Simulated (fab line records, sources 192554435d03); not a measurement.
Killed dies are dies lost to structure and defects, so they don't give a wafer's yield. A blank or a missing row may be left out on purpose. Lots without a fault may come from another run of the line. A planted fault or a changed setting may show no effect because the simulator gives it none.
Which tool did it? | flow n5_finfet | 11 lots, 32 wafers sampled, at 4 steps of a route of 1938

WHAT THE GAUGES READ, wafer by wafer
N5_ZERO_LAYER_INSPECT_20: inspects for defects (darkfield). Usual: raw_defect_count 38, standard deviation 16.
lot  | measured    | on                | raw_defect_count | flag
L783 | day 1 13:34 | defect_inspect-01 | 66 65 57         |
L784 | day 1 19:16 | defect_inspect-01 | 50 28 37         |
L786 | day 2 07:15 | defect_inspect-02 | 33 30            |
L787 | day 2 13:15 | defect_inspect-01 | 31 28 41         |
L789 | day 3 01:50 | defect_inspect-01 | 46 39 24         |
L790 | day 3 07:42 | defect_inspect-01 | 32 20 46         |
L792 | day 3 19:26 | defect_inspect-01 | 73 45 62         |
L793 | day 4 01:17 | defect_inspect-01 | 39 18 36         |
L802 | day 6 07:23 | defect_inspect-01 | 64 14 46         |
L804 | day 6 19:16 | defect_inspect-01 | 44 47 62         |
L806 | day 7 07:27 | defect_inspect-02 | 20 39 35         |

N5_WELL_APT_INSPECT_10: inspects for defects (macro). Usual: raw_defect_count 2.1, standard deviation 1.4.
lot  | measured    | on                | raw_defect_count | flag
L783 | day 1 13:56 | defect_inspect-01 | 5 4 2            |
L784 | day 1 19:38 | defect_inspect-01 | 3 1 5            |
L786 | day 2 07:44 | defect_inspect-02 | 4 2              |
L787 | day 2 13:37 | defect_inspect-01 | 1 1 3            |
L789 | day 3 02:19 | defect_inspect-01 | 2 2 2            |
L790 | day 3 08:05 | defect_inspect-02 | 3 2 3            |
L792 | day 3 19:55 | defect_inspect-02 | 3 2 0            |
L793 | day 4 01:47 | defect_inspect-01 | 2 1 0            |
L802 | day 6 07:52 | defect_inspect-02 | 0 0 0            |
L804 | day 6 19:37 | defect_inspect-02 | 6 2 0            |
L806 | day 7 07:49 | defect_inspect-01 | 0 4 2            |

N5_PMOS_HMC_CHANNEL_EPI_THK_MEAS_22. Usual: HMC_CMP_THK 54.2 nm, standard deviation 1.1.
lot  | measured    | on            | HMC_CMP_THK (nm) | flag
L783 | day 1 20:09 | film_metro-01 | 55.5 54.0 55.8   |
L784 | day 2 01:38 | film_metro-01 | 52.8 54.5 55.6   |
L786 | day 2 13:44 | film_metro-01 | 54.2 53.8        |
L787 | day 2 19:40 | film_metro-02 | 53.1 54.2 54.2   |
L789 | day 3 08:13 | film_metro-01 | 54.8 55.2 55.1   |
L790 | day 3 14:40 | film_metro-02 | 55.6 54.0 55.5   |
L792 | day 4 03:26 | film_metro-01 | 51.5 54.5 53.4   |
L793 | day 4 08:17 | film_metro-02 | 53.3 54.1 53.2   |
L802 | day 6 13:53 | film_metro-01 | 53.2 49.0 55.1   |
L804 | day 7 02:13 | film_metro-02 | 55.1 54.6 55.5   |
L806 | day 7 13:56 | film_metro-02 | 52.2 53.8 54.8   |

WHICH TOOL RAN EACH LOT (tool, then ch and the chambers of the sampled wafers, then the start)
lot  | N5_PMOS_HMC_CHANNEL_EPI_FIN_RECESS_16
L783 | rie_si-05 ch 0,2,3, day 1 18:13
L784 | rie_si-05 ch 0,2,3, day 1 23:26
L786 | rie_si-04 ch 0,3, day 2 11:32
L787 | rie_si-04 ch 0,3, day 2 17:39
L789 | rie_si-06 ch 1,3, day 3 06:25
L790 | rie_si-06 ch 1,2,3, day 3 11:56
L792 | rie_si-04 ch 1,2,3, day 4 00:42
L793 | rie_si-05 ch 0,1,3, day 4 06:04
L802 | rie_si-05 ch 0,1,3, day 6 12:04
L804 | rie_si-06 ch 0,3, day 6 23:59
L806 | rie_si-04 ch 1,2,3, day 7 12:07
- N5_PMOS_HMC_CHANNEL_EPI_FIN_RECESS_16: chemistry HBr/Cl2, target Si, target depth 54 nm, time 18 s.

WHAT THE TOOLS THEMSELVES READ (means of the sampled wafers that have a number; where no wafer has one, the mark that the record gives instead)
N5_PMOS_HMC_CHANNEL_EPI_FIN_RECESS_16. Usual: drypump_motor_current_A 5.9 A, standard deviation 0.35; oes_product_au 0.999 a.u., standard deviation 0.016; throttle_valve_pct 35.4 %, standard deviation 0.35.
lot  | tool      | drypump_motor_current_A (A) | oes_product_au (a.u.) | throttle_valve_pct (%) | flag
L783 | rie_si-05 | 5.8                         | 0.987                 | 35.7                   |
L784 | rie_si-05 | 5.8                         | 0.984                 | 35.7                   |
L786 | rie_si-04 | 5.7                         | 1.004                 | 35.4                   |
L787 | rie_si-04 | 5.6                         | 0.997                 | 35.6                   |
L789 | rie_si-06 | 6.2                         | 1.011                 | 35.2                   |
L790 | rie_si-06 | 6.2                         | 1.004                 | 35.0                   |
L792 | rie_si-04 | 5.8                         | 0.998                 | 35.1                   |
L793 | rie_si-05 | 5.7                         | 0.986                 | 35.7                   |
L802 | rie_si-05 | 5.8                         | 0.986                 | 35.7                   |
L804 | rie_si-06 | 5.6                         | 1.025                 | 35.4                   |
L806 | rie_si-04 | 5.8                         | 1.002                 | 35.1                   |

THE ANSWER, worked out from the rows above alone
Rule: a lot is off if the mean of its wafers that have a number lies more than 3 standard deviations from the usual mean. A lot without any number at a reading at which 4 lots or more have one is off too. The other lots that the step has rows for count as sound. The gauges are gone through in route order, then the tools' own readings, and for those a lot's mean is taken as printed above. The first step at which some lot is off is used, and at that step the reading that is off furthest; a lot without a number counts as furthest.
No lot is off at any reading shown: from this, nothing can be told.

WHAT THE SIMULATOR HAD PUT IN
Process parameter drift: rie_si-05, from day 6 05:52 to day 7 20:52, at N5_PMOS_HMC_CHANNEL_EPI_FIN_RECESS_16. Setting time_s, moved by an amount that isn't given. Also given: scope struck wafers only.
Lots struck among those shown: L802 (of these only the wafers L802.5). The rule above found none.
